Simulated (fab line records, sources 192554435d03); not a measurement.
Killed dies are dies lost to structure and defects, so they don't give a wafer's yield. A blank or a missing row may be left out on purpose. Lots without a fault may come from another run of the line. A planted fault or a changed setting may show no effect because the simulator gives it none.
Chamber matching | flow n5_finfet | N5_DUMMY_GATE_STRIP_40 on rie_diel-03: 4 sister chambers
The step strips in CF4. 4 wafers are shown with their chamber, then 7 later ones without.

WAFERS WITH THEIR CHAMBER
wafer  | chamber | showerhead_plenum_p_Torr (Torr)
L079.4 | 0       | 1.70
L080.5 | 3       | 1.76
L082.2 | 1       | 1.80
L083.4 | 2       | 1.83

WAFERS WITHOUT THEIR CHAMBER
wafer  | showerhead_plenum_p_Torr (Torr)
L083.5 | 1.76
L090.1 | 1.80
L090.2 | 1.91
L090.6 | 1.80
L095.1 | 1.80
L095.2 | 1.82
L095.4 | 1.91

WHICH CHAMBER EACH WENT THROUGH
wafer  | from the rows above               | in truth
L083.5 | can't be placed: 3 or 1 or 0 or 2 | 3
L090.1 | can't be placed: 1 or 2 or 3      | 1
L090.2 | can't be placed: 2 or 1 or 3      | 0
L090.6 | can't be placed: 1 or 2 or 3      | 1
L095.1 | can't be placed: 1 or 2 or 3      | 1
L095.2 | can't be placed: 2 or 1 or 3      | 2
L095.4 | can't be placed: 2 or 1 or 3      | 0
Placed correctly: 0 of 7. Can't be placed from these rows: 7 (the true chamber is among the candidates in 5). Placed wrongly: 0.
How it was worked out, from the rows above alone: a wafer's distance from a chamber is the root of the sum, over the readings, of the square of ((its reading less the chamber's mean) divided by the reading's scatter). The wafer belongs to the nearest chamber; if the next one is less than 2 further off, it can't be placed. A chamber's mean is the mean of its shown wafers. The scatter: with one shown wafer a chamber, the root of the mean of the squares of how far each hidden wafer lies from its nearest shown one.
